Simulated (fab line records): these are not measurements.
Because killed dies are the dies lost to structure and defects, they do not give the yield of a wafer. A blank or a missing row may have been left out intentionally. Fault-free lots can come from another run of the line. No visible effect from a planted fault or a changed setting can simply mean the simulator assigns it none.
Split-lot experiment || flow n5_finfet || 21 wafers read across 7 lots, on a route 1938 steps long

THE SPLIT ITSELF
At N5_BEOL_M5_TRENCH_ETCH_37 (etches SiCOH lowk in C4F6/O2, target depth 71.652 nm, time 24.7 s), the setting bias_w was moved away from the recipe's 185 W on 5 of the 21 wafers read, by -16.3% to -8.1%. For the rest of the wafers, this setting stayed at what the recipe calls for.

The reading comes from the split's own step.

THE READING
rf_vpp_V, in V, at N5_BEOL_M5_TRENCH_ETCH_37 (etches SiCOH lowk in C4F6/O2, target depth 71.652 nm, time 24.7 s). Fault-free wafers of this fab line usually give 668 V, standard deviation 7.3 V.

{"wafer": "L075.2", "tool, chamber at the split": "rie_diel-05, 2", "bias_w as run, W": 185, "against the recipe": "recipe", "rf_vpp_V, V": 668, "against lot-mates on the recipe": "-"}
{"wafer": "L075.3", "tool, chamber at the split": "rie_diel-05, 1", "bias_w as run, W": 185, "against the recipe": "recipe", "rf_vpp_V, V": 671, "against lot-mates on the recipe": "-"}
{"wafer": "L075.6", "tool, chamber at the split": "rie_diel-05, 2", "bias_w as run, W": 185, "against the recipe": "recipe", "rf_vpp_V, V": 668, "against lot-mates on the recipe": "-"}
{"wafer": "L077.1", "tool, chamber at the split": "rie_diel-05, 2", "bias_w as run, W": 185, "against the recipe": "recipe", "rf_vpp_V, V": 668, "against lot-mates on the recipe": "-"}
{"wafer": "L077.2", "tool, chamber at the split": "rie_diel-05, 0", "bias_w as run, W": 185, "against the recipe": "recipe", "rf_vpp_V, V": 671, "against lot-mates on the recipe": "-"}
{"wafer": "L077.5", "tool, chamber at the split": "rie_diel-05, 2", "bias_w as run, W": 185, "against the recipe": "recipe", "rf_vpp_V, V": 666, "against lot-mates on the recipe": "-"}
{"wafer": "L078.4", "tool, chamber at the split": "rie_diel-05, 0", "bias_w as run, W": 185, "against the recipe": "recipe", "rf_vpp_V, V": 672, "against lot-mates on the recipe": "-"}
{"wafer": "L078.5", "tool, chamber at the split": "rie_diel-05, 2", "bias_w as run, W": 185, "against the recipe": "recipe", "rf_vpp_V, V": 668, "against lot-mates on the recipe": "-"}
{"wafer": "L078.6", "tool, chamber at the split": "rie_diel-05, 1", "bias_w as run, W": 185, "against the recipe": "recipe", "rf_vpp_V, V": 671, "against lot-mates on the recipe": "-"}
{"wafer": "L081.1", "tool, chamber at the split": "rie_diel-05, 2", "bias_w as run, W": 185, "against the recipe": "recipe", "rf_vpp_V, V": 669, "against lot-mates on the recipe": "-"}
{"wafer": "L081.3", "tool, chamber at the split": "rie_diel-05, 3", "bias_w as run, W": 185, "against the recipe": "recipe", "rf_vpp_V, V": 667, "against lot-mates on the recipe": "-"}
{"wafer": "L081.5", "tool, chamber at the split": "rie_diel-05, 0", "bias_w as run, W": 185, "against the recipe": "recipe", "rf_vpp_V, V": 672, "against lot-mates on the recipe": "-"}
{"wafer": "L082.1", "tool, chamber at the split": "rie_diel-05, 2", "bias_w as run, W": 185, "against the recipe": "recipe", "rf_vpp_V, V": 666, "against lot-mates on the recipe": "-"}
{"wafer": "L082.2", "tool, chamber at the split": "rie_diel-05, 0", "bias_w as run, W": 170.1, "against the recipe": "-8.1%", "rf_vpp_V, V": 628, "against lot-mates on the recipe": -38}
{"wafer": "L082.5", "tool, chamber at the split": "rie_diel-05, 1", "bias_w as run, W": 170.1, "against the recipe": "-8.1%", "rf_vpp_V, V": 627, "against lot-mates on the recipe": -39}
{"wafer": "L090.2", "tool, chamber at the split": "rie_diel-04, 0", "bias_w as run, W": 185, "against the recipe": "recipe", "rf_vpp_V, V": 667, "against lot-mates on the recipe": "-"}
{"wafer": "L090.4", "tool, chamber at the split": "rie_diel-04, 2", "bias_w as run, W": 154.9, "against the recipe": "-16.3%", "rf_vpp_V, V": 581, "against lot-mates on the recipe": -86}
{"wafer": "L090.6", "tool, chamber at the split": "rie_diel-04, 2", "bias_w as run, W": 185, "against the recipe": "recipe", "rf_vpp_V, V": 668, "against lot-mates on the recipe": "-"}
{"wafer": "L093.4", "tool, chamber at the split": "rie_diel-06, 0", "bias_w as run, W": 185, "against the recipe": "recipe", "rf_vpp_V, V": 681, "against lot-mates on the recipe": "-"}
{"wafer": "L093.5", "tool, chamber at the split": "rie_diel-06, 3", "bias_w as run, W": 161.4, "against the recipe": "-12.8%", "rf_vpp_V, V": 600, "against lot-mates on the recipe": -81}
{"wafer": "L093.6", "tool, chamber at the split": "rie_diel-06, 2", "bias_w as run, W": 161.4, "against the recipe": "-12.8%", "rf_vpp_V, V": 606, "against lot-mates on the recipe": -75}

THE FIT
A straight line over all 21 wafers: rf_vpp_V changes by +5.31 V for each +1% of bias_w; r = +0.99; the points scatter about the line by 3.5 V.
The same after taking each lot's own level away (the mean of its wafers on the recipe; 21 wafers): +5.6 V for each +1%; r = +0.99; scatter 3.6 V.
According to that fit, moving bias_w by its largest amount changes the reading by 91 V.
From 666.0 to 681.0 V: that is the span of the lots' own levels, equal to 2.1 times the standard deviation above.
Hence the lot-to-lot level has little effect on the slope; both slopes agree.
Check: for one of the wafers moved furthest among these (-16.3%), held out of the fit, the line's prediction against its lot-mates is -93.5 V. Against them it came out at -86.5 V.
Tool readings at the split's step, against how far the setting was moved: rf_vpp_V r = +0.99.

ADDITIONAL SPLITS CARRIED BY THESE WAFERS
Before the reading, these wafers also passed through other splits. Each is held against what the fit with the lots' levels taken away leaves over:
{"other split on the same wafers": "N5_BEOL_M3_COAT_67 spin_rpm", "wafers away from the commonest value": 5, "r with rf_vpp_V (lot level and that fit taken away)": -0.26}
{"other split on the same wafers": "N5_BEOL_M3_COAT_68 spin_rpm", "wafers away from the commonest value": 7, "r with rf_vpp_V (lot level and that fit taken away)": -0.04}

THE FILE'S OWN FIT
rf_vpp_V changes by +5.48 V for each +1% of bias_w, r = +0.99.
